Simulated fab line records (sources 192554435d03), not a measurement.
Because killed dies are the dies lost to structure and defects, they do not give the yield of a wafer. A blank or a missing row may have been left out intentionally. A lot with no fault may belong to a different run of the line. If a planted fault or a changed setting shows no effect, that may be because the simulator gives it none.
The tool behind it: which one? ; flow n5 finfet ; 9 lots, 27 wafers sampled, at 1 step of a route of 1938

WHAT THE GAUGES SHOWED, per wafer
N5_BEOL_M9_CD_MEAS_18: pitch 140 nm, target cd 70 nm.
lot;measured;on;cd nm (nm)
L971;day 11 03:32;cd sem-03;70.3 69.6 70.2
L972;day 11 13:49;cd sem-01;70.0 70.3 70.1
L976;day 12 04:34;cd sem-02;70.6 70.5 70.2
L978;day 13 06:42;cd sem-01;69.9 69.7 70.0
L986;day 14 11:59;cd sem-03;69.8 70.0 69.6
L984;day 14 17:11;cd sem-02;70.2 69.3 69.2
L987;day 15 11:40;cd sem-01;71.1 70.8 70.8
L990;day 16 00:35;cd sem-03;69.5 69.7 70.0
L989;day 16 18:13;cd sem-02;70.4 70.3 70.5

EACH LOT AND THE TOOL THAT RAN IT (in order: tool; ch and the chambers of the sampled wafers; start)
The record shows no process step preceding these readings.

THE ANSWER, worked out from the rows above alone
Rule: the usual values come from the lots themselves. The widest of any qualifying gaps counts: lots, ordered by their means at a reading, are off when they make up no more than a third of the lots, leave a main group of 4 or more, and stand apart from it by 3 or more times the standard deviation of that group's means. The tables above print the reading to a certain number of digits; a main group whose means all agree to those digits is not used. A lot without any number at a reading at which 4 lots or more have one is off too. All remaining lots with rows at the step are treated as sound.
Nothing can be told from this: no lot is off at any reading shown.

WHAT THE SIMULATOR PUT IN
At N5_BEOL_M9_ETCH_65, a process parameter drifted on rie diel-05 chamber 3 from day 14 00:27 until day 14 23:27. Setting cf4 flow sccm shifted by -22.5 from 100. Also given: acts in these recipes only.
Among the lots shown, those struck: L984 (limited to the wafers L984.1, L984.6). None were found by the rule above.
